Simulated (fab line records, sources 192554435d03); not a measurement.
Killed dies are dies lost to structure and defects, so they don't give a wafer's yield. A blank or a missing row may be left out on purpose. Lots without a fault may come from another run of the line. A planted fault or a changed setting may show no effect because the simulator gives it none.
fab line records | flow n5_finfet
record lots=5 wafers=15 last_day=16
route steps=1938 shown BEOL_M8@1346
lots that met no fault: from a run of the same line without faults
start_h: hours from the record's first day to the start of the lot's first wafer shown | wait_h: hours since the lot's step before | " the same as in the row above | L1.1+2: a row that stands for several wafers | - no value, or no start given | * or withheld: withheld | < > ~ a bound
route shown NAME@n: a module of which the file shows steps, and the number in the route of the first | usual: mean/standard deviation of fault-free wafers | same: alike in all rows | chamber/n: place in a boat | sites: the reading at each site | _std_site: their standard deviation | _edge_site: outer sites' mean less inner sites' | radius_mm: how far each site lies from the wafer's centre | mask NAME#n: copy n | behind: the tool/chamber that last shaped the wafer | hold: why the lot was held/for how many hours/how that ended | device: the transistor (n, p or np) that didn't switch | end of line: the same wafers' tests at the end of the route | a step without rows: its recipe alone | killed: dies lost to structure and defects at the first sort, not the wafer's yield | map: a wafer's dies, x killed, . not, _ none there
set.NAME: the setting as run; set.NAME@STEP: as run at that earlier step | model.NAME: the simulator's own value behind a step, which no gauge read
lots at some steps of the route; a table a step, a row a wafer
services: from which hour (start_h, from the record's first day; less than 0 if before it) a tool's chamber was out of use, for how many hours, and why
## steps
# step N5_BEOL_M8_OVL_MEAS_12
# recipe points_per_wafer=44
# usual M8_OVL=0.1/0.87
# columns lot.wafer tool chamber start_h wait_h M8_OVL[nm]
L077.2 overlay-01 0 234.00 0.0 0.9
L077.4 " 0 " " 0.3
L077.5 " 0 " " 2.4
L086.4 overlay-02 0 279.10 0.0 -1.3
L086.5 " 0 " " -0.4
L086.6 " 0 " " -0.5
L087.3 overlay-01 0 286.55 0.0 -0.7
L087.4 " 0 " " 0.8
L087.5 " 0 " " 0.4
L088.2 overlay-01 0 286.75 0.0 -0.3
L088.3 " 0 " " -0.1
L088.5 " 0 " " 0.0
L093.2 overlay-02 0 319.72 0.0 0.1
L093.3 " 0 " " 1.8
L093.5 " 0 " " 2.4
# step N5_BEOL_M8_INSPECT_13
# recipe mode=adi inspect_instrument=brightfield
# usual raw_defect_count=408/99
# columns lot.wafer tool chamber start_h wait_h raw_defect_count
L077.2 defect_inspect-02 - 234.02 0.0 359
L077.4 " - " " 394
L077.5 " - " " 383
L086.4 defect_inspect-02 - 279.13 0.0 491
L086.5 " - " " 437
L086.6 " - " " 616
L087.3 defect_inspect-01 - 286.58 0.0 361
L087.4 " - " " 352
L087.5 " - " " 372
L088.2 defect_inspect-01 - 286.78 0.0 413
L088.3 " - " " 336
L088.5 " - " " 304
L093.2 defect_inspect-01 - 319.75 0.0 362
L093.3 " - " " 344
L093.5 " - " " 237
# step N5_BEOL_M8_DESCUM_16
# recipe chemistry=O2 time_s=7.9 source_power_w=50 bias_power_w=20 pressure_mtorr=20 rf_frequency_hz=2.712e+07 temp_c=40 resist=CAR-ArF o2_flow_sccm=225
# usual drypump_motor_current_A=5.7/0.45 oes_product_au=0.80/0.091 rf_vpp_V=243.6/1.5 showerhead_plenum_p_Torr=2.12/0.08 throttle_valve_pct=20.46/0.26
# columns lot.wafer tool chamber start_h wait_h drypump_motor_current_A oes_product_au rf_hours_counter_h rf_vpp_V showerhead_plenum_p_Torr throttle_valve_pct
L077.2 rie_diel-05 0 234.38 0.4 5.9 0.88 45 242.0 2.04 20.03
L077.4 " 3 " " 4.8 0.68 216 245.3 2.15 20.43
L077.5 " 2 " " 5.5 0.88 - 245.7 2.23 20.28
L086.4 rie_diel-02 0 279.31 0.2 6.4 0.71 210 242.5 2.07 20.28
L086.5 " 2 " " 5.9 0.70 - 244.4 2.16 20.49
L086.6 " 3 " " 5.7 0.93 - 242.5 2.05 20.14
L087.3 rie_diel-06 2 286.61 0.0 5.1 0.69 229 242.6 1.99 20.91
L087.4 " 0 " " 5.8 0.93 6 243.3 2.06 20.54
L087.5 " 3 " " 5.8 0.83 - 244.7 2.20 20.30
L088.2 rie_diel-02 1 286.81 0.0 6.6 0.78 117 244.6 2.20 20.26
L088.3 " 2 " " 5.9 0.70 231 244.5 2.16 20.46
L088.5 " 2 " " 5.9 0.70 - 244.1 2.16 20.46
L093.2 rie_diel-06 2 320.02 0.3 5.1 0.67 243 241.6 1.99 20.92
L093.3 " 0 " " 5.8 0.89 20 242.1 2.06 20.54
L093.5 " 0 " " 5.8 0.89 - 242.3 2.06 20.55
# step N5_BEOL_M8_ETCH_61
# recipe chemistry=CF4 target=SiARC target_depth_a=455 mask_material=CAR-ArF time_s=75.8 ion_energy_ev=80 pressure_mtorr=40 source_w=545 bias_w=36 Ar_flow_sccm=100 cf4_flow_sccm=100 ends=cleared
# usual drypump_motor_current_A=5.7/0.45 etch_rf_on_time_s=75.8/1.2 oes_product_au=0.68/0.075 rf_vpp_V=184.3/1.3 showerhead_plenum_p_Torr=2.16/0.083 throttle_valve_pct=15.62/0.24
# columns lot.wafer tool chamber start_h wait_h drypump_motor_current_A etch_rf_on_time_s oes_product_au rf_hours_counter_h rf_vpp_V showerhead_plenum_p_Torr throttle_valve_pct
L077.2 rie_diel-05 0 234.41 0.0 5.9 75.3 0.74 45 184.9 2.09 15.22
L077.4 " 3 " " 4.9 79.0 0.58 216 184.8 2.21 15.77
L077.5 " 2 " " 5.5 77.0 0.73 - 185.3 2.27 15.44
L086.4 rie_diel-02 0 279.34 0.0 6.4 75.6 0.61 210 183.3 2.12 15.51
L086.5 " 2 " " 5.9 77.8 0.60 - 184.4 2.20 15.64
L086.6 " 3 " " 5.8 76.9 0.78 - 184.1 2.10 15.27
L087.3 rie_diel-06 2 286.65 0.0 5.1 76.5 0.59 229 182.0 2.03 16.02
L087.4 " 0 " " 5.8 76.8 0.80 6 183.3 2.10 15.51
L087.5 " 3 " " 5.7 75.0 0.70 - 186.7 2.25 15.49
L088.2 rie_diel-02 1 286.85 0.0 6.5 74.9 0.66 117 184.9 2.24 15.42
L088.3 " 2 " " 5.9 77.0 0.59 231 183.5 2.20 15.64
L088.5 " 2 " " 5.9 77.3 0.60 - 183.3 2.20 15.65
L093.2 rie_diel-06 2 320.05 0.0 5.1 76.6 0.58 243 183.3 2.03 16.04
L093.3 " 0 " " 5.8 76.4 0.76 20 185.2 2.09 15.58
L093.5 " 0 " " 5.8 77.2 0.75 - 183.5 2.09 15.55
# step N5_BEOL_M8_ETCH_62
# recipe chemistry=N2/H2 target=SOC target_depth_a=1100 overetch_a=220 mask_material=SiARC temp_c=40 time_s=165 ion_energy_ev=200 pressure_mtorr=30 source_w=840 bias_w=150 n2_flow_sccm=200 h2_flow_sccm=200
# usual drypump_motor_current_A=5.7/0.45 n2_flow_sccm=199.9/0.64 oes_product_au=0.68/0.071 rf_vpp_V=524.7/2.8 showerhead_plenum_p_Torr=2.58/0.1 throttle_valve_pct=17.88/0.26
# columns lot.wafer tool chamber start_h wait_h drypump_motor_current_A n2_flow_sccm oes_product_au rf_hours_counter_h rf_vpp_V showerhead_plenum_p_Torr throttle_valve_pct
L077.2 rie_diel-05 0 234.47 0.0 5.9 200.2 0.75 45 521.6 2.47 17.52
L077.4 " 3 " " 4.9 199.6 0.59 216 525.5 2.63 17.97
L077.5 " 2 " " 5.6 199.6 0.73 - 528.2 2.71 17.62
L086.4 rie_diel-02 0 279.40 0.0 6.4 199.6 0.61 210 523.0 2.52 17.65
L086.5 " 2 " " 5.9 199.6 0.61 - 526.0 2.62 17.89
L086.6 " 3 " " 5.8 199.1 0.78 - 521.7 2.50 17.55
L087.3 rie_diel-06 2 286.70 0.0 5.1 198.6 0.58 229 521.5 2.41 18.26
L087.4 " 0 " " 5.8 199.2 0.79 6 523.6 2.50 17.89
L087.5 " 3 " " 5.8 198.5 0.69 - 527.6 2.68 17.74
L088.2 rie_diel-02 1 286.90 0.0 6.6 200.1 0.66 118 525.6 2.67 17.64
L088.3 " 2 " " 5.9 199.6 0.60 232 525.1 2.62 17.87
L088.5 " 2 " " 5.9 200.4 0.60 - 525.4 2.62 17.87
L093.2 rie_diel-06 2 320.11 0.0 5.1 200.1 0.58 243 520.5 2.40 18.28
L093.3 " 0 " " 5.8 200.8 0.75 20 523.1 2.50 17.91
L093.5 " 0 " " 5.8 200.3 0.75 - 521.7 2.50 17.91
# step N5_BEOL_M8_STRIP_68
# recipe chemistry=N2/H2 temp_c=40 n2_flow_sccm=200 h2_flow_sccm=200 rf_frequency_hz=6e+07
# columns lot.wafer tool chamber start_h wait_h
L077.2+4+5 rie_diel-05 0,3,2 234.60 0.1
L086.4+5+6 rie_diel-02 0,2,3 279.53 0.1
L087.3+4+5 rie_diel-06 2,0,3 286.84 0.1
L088.2+3+5 rie_diel-02 1,2,2 287.04 0.1
L093.2+3+5 rie_diel-06 2,0,0 320.24 0.1
# step N5_BEOL_M8_STRIP_67
# recipe chemistry=CF4 resist=SiARC power_w=300 bias_power_w=75 pressure_mtorr=50 cf4_flow_sccm=150 rf_frequency_hz=6e+07
# usual drypump_motor_current_A=5.7/0.45 oes_product_au=0.80/0.085 rf_vpp_V=271.5/1.6 showerhead_plenum_p_Torr=1.82/0.069 throttle_valve_pct=13.60/0.25
# columns lot.wafer tool chamber start_h wait_h drypump_motor_current_A oes_product_au rf_hours_counter_h rf_vpp_V showerhead_plenum_p_Torr throttle_valve_pct
L077.2 rie_diel-05 0 234.61 0.0 5.9 0.88 45 271.0 1.75 13.19
L077.4 " 3 " " 4.9 0.70 216 269.8 1.85 13.78
L077.5 " 2 " " 5.5 0.87 - 273.7 1.90 13.39
L086.4 rie_diel-02 0 279.54 0.0 6.3 0.72 210 270.5 1.77 13.52
L086.5 " 2 " " 5.9 0.71 - 273.0 1.84 13.67
L086.6 " 3 " " 5.8 0.93 - 271.6 1.76 13.23
L087.3 rie_diel-06 2 286.85 0.0 5.1 0.69 229 269.4 1.70 14.03
L087.4 " 0 " " 5.8 0.94 6 269.3 1.76 13.43
L087.5 " 3 " " 5.7 0.81 - 270.9 1.88 13.44
L088.2 rie_diel-02 1 287.05 0.0 6.6 0.78 118 272.8 1.88 13.43
L088.3 " 2 " " 5.9 0.71 232 271.7 1.84 13.66
L088.5 " 2 " " 5.9 0.71 - 271.4 1.84 13.67
L093.2 rie_diel-06 2 320.25 0.0 5.1 0.69 243 268.5 1.70 14.05
L093.3 " 0 " " 5.8 0.89 21 270.7 1.76 13.50
L093.5 " 0 " " 5.8 0.89 - 270.9 1.76 13.50
# step N5_BEOL_M8_HM_OPEN_17
# recipe chemistry=Cl2/BCl3 target_depth_a=200 overetch_a=60 target=TiN mask_material=SOC ion_energy_ev=150 pressure_mtorr=10 icp_w=1000 bias_w=126 Cl2_flow_sccm=53.25 bcl3_flow_sccm=21.75 Ar_flow_sccm=25
# usual drypump_motor_current_A=5.79/0.28 oes_ar_750_au=0.78/0.1 oes_product_au=0.66/0.085 throttle_valve_pct=22.12/0.16
# columns lot.wafer tool chamber start_h wait_h drypump_motor_current_A oes_ar_750_au oes_product_au rf_hours_counter_h throttle_valve_pct
L077.2 rie_metal-03 0 234.69 0.1 6.01 0.69 0.59 - 21.96
L077.4 " 0 " " 5.99 0.69 0.59 - 21.95
L077.5 " 0 " " 6.00 0.69 0.58 - 21.96
L086.4 rie_metal-03 0 279.62 0.1 6.02 0.68 0.59 - 21.97
L086.5 " 1 " " 5.82 0.94 0.80 - 22.25
L086.6 " 0 " " 5.97 0.69 0.58 - 21.96
L087.3 rie_metal-02 1 286.92 0.1 5.54 0.73 0.62 - 22.11
L087.4 " 0 " " 5.35 0.85 0.73 - 22.28
L087.5 " 1 " " 5.51 0.73 0.62 - 22.12
L088.2 rie_metal-02 0 287.09 0.0 5.38 0.85 0.72 24 22.29
L088.3 " 1 " " 5.52 0.73 0.61 - 22.12
L088.5 " 0 " " 5.38 0.85 0.72 - 22.28
L093.2 rie_metal-03 0 320.30 0.0 5.96 0.67 0.57 90 21.97
L093.3 " 1 " " 5.81 0.91 0.76 - 22.28
L093.5 " 1 " " 5.82 0.91 0.76 - 22.28
# step N5_BEOL_M8_STRIP_19
# recipe chemistry=O2 power_w=400 temp_c=40 pressure_mtorr=30 rf_frequency_hz=6e+07 bias_power_w=0 overash_fraction=0.2 o2_flow_sccm=225
# usual drypump_motor_current_A=5.8/0.49 oes_product_au=0.79/0.09 rf_vpp_V=3.7/0.59 showerhead_plenum_p_Torr=2.13/0.076 throttle_valve_pct=16.66/0.23
# columns lot.wafer tool chamber start_h wait_h drypump_motor_current_A oes_product_au rf_hours_counter_h rf_vpp_V showerhead_plenum_p_Torr throttle_valve_pct
L077.2 rie_diel-05 3 234.89 0.2 4.9 0.68 216 3.4 2.15 16.75
L077.4 " 2 " " 5.5 0.87 30 2.9 2.23 16.52
L077.5 " 1 " " 5.2 0.80 - 3.1 2.12 16.92
L086.4 rie_diel-02 2 279.80 0.2 5.9 0.69 229 3.4 2.17 16.73
L086.5 " 3 " " 5.8 0.94 - 3.1 2.06 16.34
L086.6 " 2 " " 5.9 0.70 - 4.0 2.17 16.73
L087.3 rie_diel-06 1 287.00 0.1 5.9 0.89 42 2.9 2.21 16.79
L087.4 " 3 " " 5.7 0.82 80 3.5 2.20 16.51
L087.5 " 2 " " 5.1 0.69 - 3.9 2.00 17.13
L088.2 rie_diel-06 3 287.20 0.1 5.7 0.83 80 3.4 2.20 16.53
L088.3 " 2 " " 5.1 0.69 229 3.5 2.00 17.13
L088.5 " 2 " " 5.1 0.69 - 3.6 1.99 17.16
L093.2 rie_diel-02 1 320.41 0.1 6.6 0.77 129 3.1 2.20 16.51
L093.3 " 2 " " 5.9 0.69 244 3.3 2.16 16.79
L093.5 " 0 " " 6.3 0.71 - 3.6 2.07 16.60
# step N5_BEOL_M8_CD_MEAS_18
# recipe pitch_nm=80 target_cd_nm=40
# usual cd_nm=39.9/0.44
# columns lot.wafer tool chamber start_h wait_h cd_nm
L077.2 cd_sem-02 - 234.96 0.1 39.9
L077.4 " - " " 39.4
L077.5 " - " " 39.7
L086.4 cd_sem-03 - 279.87 0.1 40.2
L086.5 " - " " 39.9
L086.6 " - " " 40.3
L087.3 cd_sem-01 - 287.07 0.1 40.1
L087.4 " - " " 40.1
L087.5 " - " " 40.1
L088.2 cd_sem-02 - 287.27 0.1 39.8
L088.3 " - " " 38.9
L088.5 " - " " 38.8
L093.2 cd_sem-03 - 320.48 0.1 39.8
L093.3 " - " " 39.8
L093.5 " - " " 39.9
# step N5_BEOL_M8_COAT_63
# recipe resist=SOC temp_c=250 time_s=60 spin_rpm=1500 resist_thk_nm=60
# columns lot.wafer tool chamber start_h wait_h
L077.2+4+5 litho_track-05 0 236.40 1.4
L086.4+5+6 litho_track-05 0 279.90 0.0
L087.3+4+5 litho_track-05 0 287.11 0.0
L088.2+3+5 litho_track-01 0 287.35 0.1
L093.2+3+5 litho_track-01 0 323.19 2.7
# step N5_BEOL_M8_COAT_64
# recipe resist=SiARC temp_c=220 time_s=60 spin_rpm=1500 resist_thk_nm=12
# columns lot.wafer tool chamber start_h wait_h
L077.2+4+5 litho_track-05 0 - -
L086.4+5+6 litho_track-05 0 - -
L087.3+4+5 litho_track-05 0 - -
L088.2+3+5 litho_track-01 0 - -
L093.2+3+5 litho_track-01 0 - -
# step N5_BEOL_M8_COAT_71
# recipe resist=underlayer temp_c=205 time_s=60 spin_rpm=1500 resist_thk_nm=5
# columns lot.wafer tool chamber start_h wait_h
L077.2+4+5 litho_track-05 0 - -
L086.4+5+6 litho_track-05 0 - -
L087.3+4+5 litho_track-05 0 - -
L088.2+3+5 litho_track-01 0 - -
L093.2+3+5 litho_track-01 0 - -
# step N5_BEOL_M8_COAT_22
# recipe resist=CAR-EUV spin_rpm=1500 resist_thk_nm=30
# columns lot.wafer tool chamber start_h wait_h
L077.2+4+5 litho_track-05 0 - -
L086.4+5+6 litho_track-05 0 - -
L087.3+4+5 litho_track-05 0 - -
L088.2+3+5 litho_track-01 0 - -
L093.2+3+5 litho_track-01 0 - -
# step N5_BEOL_M8_EBR_24
# recipe solvent=PGMEA ebr_width_mm=1.5
# columns lot.wafer tool chamber start_h wait_h
L077.2+4+5 litho_track-05 0 - -
L086.4+5+6 litho_track-05 0 - -
L087.3+4+5 litho_track-05 0 - -
L088.2+3+5 litho_track-01 0 - -
L093.2+3+5 litho_track-01 0 - -
# step N5_BEOL_M8_SOFTBAKE_23
# recipe temp_c=110 time_s=60 resist=CAR-EUV
# columns lot.wafer tool chamber start_h wait_h
L077.2+4+5 litho_track-05 0 - -
L086.4+5+6 litho_track-05 0 - -
L087.3+4+5 litho_track-05 0 - -
L088.2+3+5 litho_track-01 0 - -
L093.2+3+5 litho_track-01 0 - -
# step N5_BEOL_M8_EXPOSE_25
# recipe mask_id=V7 na=0.33 source_shape=annular sigma_inner=0.4 sigma_outer=0.8 polarization=unpolarized target_cd_nm=40 dose_mj=42.5
# same sigma_inner=0.4
# columns lot.wafer tool chamber start_h wait_h mask
L077.2+4+5 euv_scanner-02 0 236.55 - V7#0
L086.4+5+6 euv_scanner-02 0 280.06 - V7#0
L087.3+4+5 euv_scanner-01 0 287.39 - V7#0
L088.2+3+5 euv_scanner-02 0 287.62 - V7#0
L093.2+3+5 euv_scanner-01 0 323.34 - V7#0
# step N5_BEOL_M8_PEB_26
# recipe peb_temp_c=100 peb_time_s=60 resist=CAR-EUV
# same peb_time_s=60
# columns lot.wafer tool chamber start_h wait_h
L077.2+4+5 litho_track-01 0 236.61 0.1
L086.4+5+6 litho_track-02 0 280.11 0.0
L087.3+4+5 litho_track-02 0 287.44 0.0
L088.2+3+5 litho_track-02 0 287.68 0.1
L093.2+3+5 litho_track-05 0 323.39 0.1
# step N5_BEOL_M8_DEVELOP_27
# recipe develop_time_s=30 developer=TMAH resist=CAR-EUV rinse_liquid=surfactant_rinse dry=air_spin dev_temp_c=23
# columns lot.wafer tool chamber start_h wait_h
L077.2+4+5 litho_track-01 0 - -
L086.4+5+6 litho_track-02 0 - -
L087.3+4+5 litho_track-02 0 - -
L088.2+3+5 litho_track-02 0 - -
L093.2+3+5 litho_track-05 0 - -
# step N5_BEOL_M8_CD_MEAS_28
# recipe target_cd_nm=40 landing_energy_ev=500 detector=se_inlens
# usual cd_nm=39.98/0.21
# columns lot.wafer tool chamber start_h wait_h cd_nm
L077.2 cd_sem-03 0 236.67 - 39.94
L077.4 " 0 " " 40.06
L077.5 " 0 " " 39.46
L086.4 cd_sem-01 0 280.18 - 39.80
L086.5 " 0 " " 40.09
L086.6 " 0 " " 40.19
L087.3 cd_sem-01 0 287.51 - 39.90
L087.4 " 0 " " 39.80
L087.5 " 0 " " 40.01
L088.2 cd_sem-02 0 287.74 - 39.98
L088.3 " 0 " " 40.06
L088.5 " 0 " " 40.30
L093.2 cd_sem-03 0 323.46 - 40.25
L093.3 " 0 " " 40.29
L093.5 " 0 " " 40.32
# step N5_BEOL_M8_OVL_MEAS_29
# recipe points_per_wafer=522
# usual V7_OVL=0.4/0.8
# columns lot.wafer tool chamber start_h wait_h V7_OVL[nm]
L077.2 overlay-01 0 236.71 0.0 0.5
L077.4 " 0 " " 0.7
L077.5 " 0 " " 0.7
L086.4 overlay-02 0 280.22 0.0 0.2
L086.5 " 0 " " 0.4
L086.6 " 0 " " 0.3
L087.3 overlay-02 0 287.55 0.0 1.1
L087.4 " 0 " " 0.4
L087.5 " 0 " " -0.9
L088.2 overlay-02 0 287.78 0.0 0.9
L088.3 " 0 " " 1.5
L088.5 " 0 " " 1.2
L093.2 overlay-02 0 323.50 0.0 -0.2
L093.3 " 0 " " 0.1
L093.5 " 0 " " -0.2
# step N5_BEOL_M8_INSPECT_30
# recipe mode=adi inspect_instrument=brightfield
# usual raw_defect_count=407/99
# columns lot.wafer tool chamber start_h wait_h raw_defect_count
L077.2 defect_inspect-02 - 236.76 0.0 353
L077.4 " - " " 393
L077.5 " - " " 360
L086.4 defect_inspect-01 - 280.26 0.0 511
L086.5 " - " " 454
L086.6 " - " " 654
L087.3 defect_inspect-02 - 287.60 0.0 325
L087.4 " - " " 318
L087.5 " - " " 363
L088.2 defect_inspect-02 - 287.83 0.0 364
L088.3 " - " " 303
L088.5 " - " " 284
L093.2 defect_inspect-01 - 323.55 0.0 372
L093.3 " - " " 373
L093.5 " - " " 238
# step N5_BEOL_M8_DESCUM_33
# recipe chemistry=O2 time_s=7 source_power_w=50 bias_power_w=20 pressure_mtorr=20 rf_frequency_hz=2.712e+07 temp_c=40 resist=CAR-EUV o2_flow_sccm=225
# usual drypump_motor_current_A=5.7/0.49 oes_product_au=0.79/0.087 rf_vpp_V=243.6/1.4 showerhead_plenum_p_Torr=2.12/0.076 throttle_valve_pct=20.42/0.25
# columns lot.wafer tool chamber start_h wait_h drypump_motor_current_A oes_product_au rf_hours_counter_h rf_vpp_V showerhead_plenum_p_Torr throttle_valve_pct
L077.2 rie_diel-06 2 236.88 0.1 5.0 0.69 207 239.7 2.00 20.87
L077.4 " 3 " " 5.7 0.85 58 245.7 2.21 20.26
L077.5 " 3 " " 5.7 0.85 - 244.2 2.21 20.26
L086.4 rie_diel-02 1 280.33 0.1 6.6 0.77 115 244.1 2.20 20.24
L086.5 " 3 " " 5.7 0.94 - 241.3 2.05 20.13
L086.6 " 2 " " 5.9 0.69 - 244.4 2.16 20.46
L087.3 rie_diel-05 2 287.64 0.0 5.5 0.85 49 245.0 2.22 20.33
L087.4 " 3 " " 4.9 0.67 235 244.4 2.14 20.44
L087.5 " 1 " " 5.2 0.78 - 243.5 2.11 20.76
L088.2 rie_diel-06 1 287.91 0.1 5.9 0.88 42 244.5 2.21 20.61
L088.3 " 3 " " 5.8 0.82 80 245.6 2.20 20.30
L088.5 " 2 " " 5.1 0.69 - 241.9 1.99 20.90
L093.2 rie_diel-06 0 323.58 0.0 5.8 0.89 21 243.2 2.06 20.56
L093.3 " 2 " " 5.1 0.68 243 241.3 1.99 20.93
L093.5 " 1 " " 5.9 0.87 - 244.8 2.20 20.61
# step N5_BEOL_M8_ETCH_72
# recipe chemistry=N2/H2 target=underlayer target_depth_a=65 mask_material=CAR-EUV time_s=5.2 ion_energy_ev=200 pressure_mtorr=30 source_w=840 bias_w=150 n2_flow_sccm=200 h2_flow_sccm=200 ends=cleared
# usual drypump_motor_current_A=5.7/0.49 etch_rf_on_time_s=5.21/0.086 n2_flow_sccm=200.1/0.59 oes_product_au=0.67/0.071 rf_vpp_V=524.9/2.9 showerhead_plenum_p_Torr=2.58/0.097 throttle_valve_pct=17.88/0.26
# columns lot.wafer tool chamber start_h wait_h drypump_motor_current_A etch_rf_on_time_s n2_flow_sccm oes_product_au rf_hours_counter_h rf_vpp_V showerhead_plenum_p_Torr throttle_valve_pct
L077.2 rie_diel-06 2 236.92 0.0 5.1 5.26 201.0 0.60 207 519.9 2.42 18.25
L077.4 " 3 " " 5.7 5.11 200.1 0.72 58 527.8 2.69 17.75
L077.5 " 3 " " 5.7 5.18 200.4 0.72 - 527.9 2.69 17.74
L086.4 rie_diel-02 1 280.36 0.0 6.6 5.14 200.3 0.67 115 527.2 2.67 17.64
L086.5 " 3 " " 5.8 5.28 198.8 0.79 - 521.4 2.50 17.58
L086.6 " 2 " " 5.9 5.27 199.9 0.59 - 526.4 2.62 17.90
L087.3 rie_diel-05 2 287.67 0.0 5.6 5.25 200.0 0.70 49 526.5 2.70 17.67
L087.4 " 3 " " 4.8 5.30 200.2 0.58 235 527.0 2.62 18.03
L087.5 " 1 " " 5.2 5.22 199.4 0.67 - 524.2 2.57 18.19
L088.2 rie_diel-06 1 287.94 0.0 5.9 5.10 200.7 0.76 42 526.7 2.70 18.20
L088.3 " 3 " " 5.7 5.14 199.8 0.69 80 527.8 2.68 17.77
L088.5 " 2 " " 5.1 5.25 200.0 0.59 - 519.7 2.41 18.27
L093.2 rie_diel-06 0 323.62 0.0 5.8 5.29 199.4 0.75 21 522.5 2.50 17.94
L093.3 " 2 " " 5.1 5.24 200.2 0.58 243 519.6 2.40 18.31
L093.5 " 1 " " 5.9 5.06 200.9 0.74 - 526.0 2.70 18.24
# step N5_BEOL_M8_ETCH_65
# recipe chemistry=CF4 target=SiARC target_depth_a=156 mask_material=CAR-EUV time_s=26 ion_energy_ev=80 pressure_mtorr=40 source_w=545 bias_w=36 Ar_flow_sccm=100 cf4_flow_sccm=100 ends=cleared
# usual drypump_motor_current_A=5.7/0.49 etch_rf_on_time_s=26.0/0.44 oes_product_au=0.67/0.071 rf_vpp_V=184.4/1.2 showerhead_plenum_p_Torr=2.17/0.078 throttle_valve_pct=15.60/0.24
# columns lot.wafer tool chamber start_h wait_h drypump_motor_current_A etch_rf_on_time_s oes_product_au rf_hours_counter_h rf_vpp_V showerhead_plenum_p_Torr throttle_valve_pct
L077.2 rie_diel-06 2 236.93 0.0 5.1 26.1 0.61 207 183.2 2.04 15.99
L077.4 " 3 " " 5.8 25.5 0.73 58 186.2 2.26 15.43
L077.5 " 3 " " 5.8 25.6 0.72 - 185.8 2.26 15.45
L086.4 rie_diel-02 1 280.38 0.0 6.6 26.1 0.67 115 184.9 2.24 15.42
L086.5 " 3 " " 5.8 26.4 0.79 - 183.5 2.10 15.27
L086.6 " 2 " " 5.9 26.7 0.60 - 185.4 2.20 15.63
L087.3 rie_diel-05 2 287.69 0.0 5.6 26.4 0.71 49 185.3 2.26 15.49
L087.4 " 3 " " 4.9 26.3 0.58 235 184.4 2.20 15.80
L087.5 " 1 " " 5.2 26.1 0.67 - 183.5 2.16 15.91
L088.2 rie_diel-06 1 287.96 0.0 5.9 25.4 0.78 42 186.3 2.27 15.79
L088.3 " 3 " " 5.7 25.3 0.70 80 185.1 2.25 15.49
L088.5 " 2 " " 5.1 25.8 0.60 - 181.8 2.03 16.03
L093.2 rie_diel-06 0 323.63 0.0 5.8 26.3 0.76 21 184.1 2.09 15.56
L093.3 " 2 " " 5.1 26.7 0.58 243 183.2 2.03 16.04
L093.5 " 1 " " 5.9 25.5 0.74 - 185.5 2.26 15.81
# step N5_BEOL_M8_ETCH_66
# recipe chemistry=N2/H2 target=SOC target_depth_a=800 overetch_a=160 mask_material=SiARC temp_c=40 time_s=120 ion_energy_ev=200 pressure_mtorr=30 source_w=840 bias_w=150 n2_flow_sccm=200 h2_flow_sccm=200
# usual drypump_motor_current_A=5.7/0.49 n2_flow_sccm=199.9/0.62 oes_product_au=0.60/0.061 rf_vpp_V=524.9/2.6 showerhead_plenum_p_Torr=2.58/0.097 throttle_valve_pct=17.84/0.26
# columns lot.wafer tool chamber start_h wait_h drypump_motor_current_A n2_flow_sccm oes_product_au rf_hours_counter_h rf_vpp_V showerhead_plenum_p_Torr throttle_valve_pct
L077.2 rie_diel-06 2 236.96 0.0 5.1 199.8 0.54 207 519.4 2.41 18.21
L077.4 " 3 " " 5.7 201.0 0.64 58 528.3 2.69 17.71
L077.5 " 3 " " 5.8 200.3 0.65 - 525.7 2.69 17.69
L086.4 rie_diel-02 1 280.41 0.0 6.5 200.7 0.60 115 527.7 2.67 17.62
L086.5 " 3 " " 5.8 200.4 0.72 - 524.3 2.50 17.53
L086.6 " 2 " " 5.9 199.8 0.54 - 526.0 2.62 17.88
L087.3 rie_diel-05 2 287.72 0.0 5.6 200.0 0.64 49 527.0 2.70 17.64
L087.4 " 3 " " 4.9 200.5 0.52 235 525.7 2.62 17.99
L087.5 " 1 " " 5.2 200.5 0.60 - 525.3 2.57 18.17
L088.2 rie_diel-06 1 287.99 0.0 5.9 199.4 0.68 42 528.0 2.70 18.16
L088.3 " 3 " " 5.8 199.9 0.62 80 526.2 2.68 17.74
L088.5 " 2 " " 5.1 198.8 0.53 - 521.4 2.41 18.27
L093.2 rie_diel-06 0 323.66 0.0 5.8 199.6 0.68 21 522.6 2.49 17.92
L093.3 " 2 " " 5.1 199.0 0.52 243 519.6 2.40 18.27
L093.5 " 1 " " 5.9 199.9 0.66 - 527.6 2.70 18.18
# step N5_BEOL_M8_STRIP_69
# recipe chemistry=N2/H2 temp_c=40 n2_flow_sccm=200 h2_flow_sccm=200 rf_frequency_hz=6e+07
# columns lot.wafer tool chamber start_h wait_h
L077.2+4+5 rie_diel-06 2,3,3 237.04 0.0
L086.4+5+6 rie_diel-02 1,3,2 280.49 0.0
L087.3+4+5 rie_diel-05 2,3,1 287.80 0.0
L088.2+3+5 rie_diel-06 1,3,2 288.07 0.0
L093.2+3+5 rie_diel-06 0,2,1 323.74 0.0
# step N5_BEOL_M8_STRIP_73
# recipe chemistry=N2/H2 temp_c=40 n2_flow_sccm=200 h2_flow_sccm=200 rf_frequency_hz=6e+07
# columns lot.wafer tool chamber start_h wait_h
L077.2+4+5 rie_diel-06 2,3,3 237.05 0.0
L086.4+5+6 rie_diel-02 1,3,2 280.50 0.0
L087.3+4+5 rie_diel-05 2,3,1 287.81 0.0
L088.2+3+5 rie_diel-06 1,3,2 288.08 0.0
L093.2+3+5 rie_diel-06 0,2,1 323.75 0.0
## services
# columns tool chamber start_h hours kind
euv_scanner-01 - 211.95 6.2 pm
rie_diel-02 3 221.54 - clean
rie_diel-02 3 221.54 - consumable_replace:focus_ring
rie_metal-03 1 230.89 - clean
rie_metal-03 1 230.89 21.3 scheduled_down
rie_metal-03 1 230.89 21.3 vent_cycle
litho_track-05 - 235.69 - consumable_replace:filter
euv_scanner-01 - 239.71 1.0 pm
euv_scanner-02 - 244.92 4.6 pm
rie_diel-06 0 247.37 - clean
rie_diel-06 0 247.37 - consumable_replace:focus_ring
rie_diel-06 0 247.37 23.0 scheduled_down
rie_diel-06 0 247.37 23.0 vent_cycle
euv_scanner-01 0 249.88 - calibration
euv_scanner-02 - 256.50 1.0 pm
euv_scanner-02 0 278.36 - calibration
litho_track-01 - 280.77 - consumable_replace:filter
euv_scanner-01 - 295.86 1.0 pm
euv_scanner-01 - 302.97 4.6 pm
rie_diel-05 0 304.59 5.7 repair
rie_diel-06 3 310.47 18.0 repair
euv_scanner-02 - 312.65 1.0 pm
## key
fault none
